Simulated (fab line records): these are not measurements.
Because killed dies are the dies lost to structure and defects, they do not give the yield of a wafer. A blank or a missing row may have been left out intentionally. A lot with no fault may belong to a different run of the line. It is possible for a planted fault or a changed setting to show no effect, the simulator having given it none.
Chamber matching    flow n5-finfet    N5_BEOL_M1_DESCUM_16 on rie-diel-02 has 4 sister chambers
The step chemistry O2, time 7 s. 8 wafers are shown with their chamber, then 9 later ones without.

== EACH WAFER AND ITS CHAMBER ==
wafer   chamber  drypump-motor-current-A (A)  throttle-valve-pct (%)
L078.4  0        6.0                          20.82
L077.5  0        6.0                          20.81
L077.6  1        5.9                          19.97
L079.2  1        5.9                          19.98
L079.6  2        5.6                          20.23
L085.2  3        4.8                          20.67
L085.5  2        5.6                          20.26
L085.6  3        4.7                          20.68

== WAFERS WITH NO CHAMBER GIVEN ==
wafer   drypump-motor-current-A (A)  throttle-valve-pct (%)
L092.1  4.7                          20.70
L092.4  6.0                          20.87
L092.5  4.8                          20.70
L093.1  4.8                          20.69
L093.4  6.0                          20.85
L093.6  5.9                          20.01
L097.2  6.0                          20.86
L097.4  5.9                          20.02
L097.6  4.7                          20.70

== THE CHAMBER EACH PASSED THROUGH ==
wafer   from the rows above  in truth
L092.1  3                    3
L092.4  0                    0
L092.5  3                    3
L093.1  3                    3
L093.4  0                    0
L093.6  1                    1
L097.2  0                    0
L097.4  1                    1
L097.6  3                    3
9 of 9 placed correctly. Number that these rows cannot place: 0. 0 placed wrongly.
How it was worked out, from the rows above alone: a wafer's distance from a chamber is the root of the sum, over the readings, of the square of ((its reading less the chamber's mean) divided by the reading's scatter). The wafer belongs to the nearest chamber; if the next one is less than 2 further off, it can't be placed. Each chamber's mean is taken over the wafers shown for it. The scatter: the root of (the sum of the squares of (reading less its chamber's mean) over the shown wafers, divided by (wafers less chambers)).
